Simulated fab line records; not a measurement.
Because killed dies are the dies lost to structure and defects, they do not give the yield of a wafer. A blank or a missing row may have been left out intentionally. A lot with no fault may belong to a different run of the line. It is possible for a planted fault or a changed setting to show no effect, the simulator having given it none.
Split-lot experiment / flow n5-finfet / 21 wafers read from 7 lots, route of 1938 steps

## ABOUT THE SPLIT
At N5_HKMG_FIN_ETCH_35 (etches SOC in N2/H2, target depth 215.8 nm, time 243.4 s), the setting time-s was moved away from the recipe's 243.4 s on 8 of the 21 wafers read, by -19.2% to +22.4%. This setting was run at the recipe's value on the other wafers.

The split's own step is where the reading is taken.

## THE READING
etch.depth-nm (the simulator's own value, which no gauge read), in nm, at N5_HKMG_FIN_ETCH_35 (etches SOC in N2/H2, target depth 215.8 nm, time 243.4 s). There is no usual value for it anywhere in the file. Across the 13 wafers here that went through the recipe, the average is 218.7 nm and the standard deviation 1.3 nm.

wafer=L074.1; tool, chamber at the split=rie-diel-01, 2; time-s as run, s=200.8; against the recipe=-17.5%; etch.depth-nm, nm=178.4; against lot-mates on the recipe=-40.6
wafer=L074.3; tool, chamber at the split=rie-diel-01, 3; time-s as run, s=243.4; against the recipe=recipe; etch.depth-nm, nm=219.4; against lot-mates on the recipe=-
wafer=L074.4; tool, chamber at the split=rie-diel-01, 3; time-s as run, s=243.4; against the recipe=recipe; etch.depth-nm, nm=218.6; against lot-mates on the recipe=-
wafer=L076.1; tool, chamber at the split=rie-diel-01, 3; time-s as run, s=210.4; against the recipe=-13.6%; etch.depth-nm, nm=190.2; against lot-mates on the recipe=-25.9
wafer=L076.3; tool, chamber at the split=rie-diel-01, 0; time-s as run, s=210.4; against the recipe=-13.6%; etch.depth-nm, nm=185.1; against lot-mates on the recipe=-31.0
wafer=L076.6; tool, chamber at the split=rie-diel-01, 2; time-s as run, s=243.4; against the recipe=recipe; etch.depth-nm, nm=216.1; against lot-mates on the recipe=-
wafer=L077.1; tool, chamber at the split=rie-diel-01, 0; time-s as run, s=297.8; against the recipe=+22.4%; etch.depth-nm, nm=263.5; against lot-mates on the recipe=+43.6
wafer=L077.4; tool, chamber at the split=rie-diel-01, 1; time-s as run, s=243.4; against the recipe=recipe; etch.depth-nm, nm=219.9; against lot-mates on the recipe=-
wafer=L077.5; tool, chamber at the split=rie-diel-01, 1; time-s as run, s=297.8; against the recipe=+22.4%; etch.depth-nm, nm=270.6; against lot-mates on the recipe=+50.7
wafer=L086.1; tool, chamber at the split=rie-diel-01, 1; time-s as run, s=243.4; against the recipe=recipe; etch.depth-nm, nm=219.1; against lot-mates on the recipe=-
wafer=L086.5; tool, chamber at the split=rie-diel-01, 2; time-s as run, s=243.4; against the recipe=recipe; etch.depth-nm, nm=216.6; against lot-mates on the recipe=-
wafer=L086.6; tool, chamber at the split=rie-diel-01, 1; time-s as run, s=243.4; against the recipe=recipe; etch.depth-nm, nm=220.1; against lot-mates on the recipe=-
wafer=L088.1; tool, chamber at the split=rie-diel-02, 1; time-s as run, s=243.4; against the recipe=recipe; etch.depth-nm, nm=220; against lot-mates on the recipe=-
wafer=L088.3; tool, chamber at the split=rie-diel-02, 0; time-s as run, s=198.8; against the recipe=-18.3%; etch.depth-nm, nm=179.3; against lot-mates on the recipe=-40.7
wafer=L088.6; tool, chamber at the split=rie-diel-02, 3; time-s as run, s=198.8; against the recipe=-18.3%; etch.depth-nm, nm=176.7; against lot-mates on the recipe=-43.3
wafer=L094.1; tool, chamber at the split=rie-diel-01, 1; time-s as run, s=243.4; against the recipe=recipe; etch.depth-nm, nm=220.1; against lot-mates on the recipe=-
wafer=L094.4; tool, chamber at the split=rie-diel-01, 2; time-s as run, s=243.4; against the recipe=recipe; etch.depth-nm, nm=217.1; against lot-mates on the recipe=-
wafer=L094.5; tool, chamber at the split=rie-diel-01, 3; time-s as run, s=243.4; against the recipe=recipe; etch.depth-nm, nm=218.6; against lot-mates on the recipe=-
wafer=L096.1; tool, chamber at the split=rie-diel-02, 0; time-s as run, s=243.4; against the recipe=recipe; etch.depth-nm, nm=218.9; against lot-mates on the recipe=-
wafer=L096.3; tool, chamber at the split=rie-diel-02, 1; time-s as run, s=243.4; against the recipe=recipe; etch.depth-nm, nm=218.2; against lot-mates on the recipe=-
wafer=L096.6; tool, chamber at the split=rie-diel-02, 1; time-s as run, s=196.7; against the recipe=-19.2%; etch.depth-nm, nm=175.8; against lot-mates on the recipe=-42.8

FIT RESULTS
A straight line over all 21 wafers: etch.depth-nm changes by +2.21 nm for each +1% of time-s; r = +1.00; the points scatter about the line by 1.9 nm.
The same after taking each lot's own level away (the mean of its wafers on the recipe; 21 wafers): +2.19 nm for each +1%; r = +1.00; scatter 2 nm.
According to that fit, moving time-s by its largest amount changes the reading by 49 nm.
Measured against the standard deviation above, the lots' own levels, which go from 216.10 to 220.00 nm, span 3.0 times it.
The two slopes are in agreement: the lot-to-lot level therefore moves the slope only a little.
Check: +50.4 nm against its lot-mates is what the line predicts for one of the wafers moved furthest among these (+22.4%) when that wafer is left out of the fit. It came out at +43.6 nm against them.

## THE OTHER SPLITS THESE WAFERS WENT THROUGH
Before the reading, these wafers also passed through other splits. Each is held against what the fit with the lots' levels taken away leaves over:
other split on the same wafers=N5_SD_EPI_N_EPI_21 temp-c; wafers away from the commonest value=8; r with etch.depth-nm (lot level and that fit taken away)=+0.15
other split on the same wafers=N5_HKMG_FIN_HK_ALD_01 ald-cycles; wafers away from the commonest value=6; r with etch.depth-nm (lot level and that fit taken away)=+0.37

## THE WHOLE CHAIN: every reading that the file lists as answering this split, in the file's order
step=N5_HKMG_FIN_ETCH_35; what it does=etches SOC in N2/H2, target depth 215.8 nm, time 243.4 s; reading=SOC_of_HKMG_FIN_COAT_29.thk-nm (the simulator's own value, which no gauge read); change (the file's fit)=-2.23 nm for each +1% of the setting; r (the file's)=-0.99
step=N5_HKMG_FIN_ETCH_35; what it does=etches SOC in N2/H2, target depth 215.8 nm, time 243.4 s; reading=HKMG_FIN.feature-depth-nm (the simulator's own value, which no gauge read); change (the file's fit)=+2.21 nm for each +1% of the setting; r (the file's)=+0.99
step=N5_HKMG_FIN_ETCH_35; what it does=etches SOC in N2/H2, target depth 215.8 nm, time 243.4 s; reading=etch.depth-nm (the simulator's own value, which no gauge read); change (the file's fit)=+2.21 nm for each +1% of the setting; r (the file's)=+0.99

## THE FILE'S OWN FIT
etch.depth-nm changes by +2.21 nm for each +1% of time-s, r = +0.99.
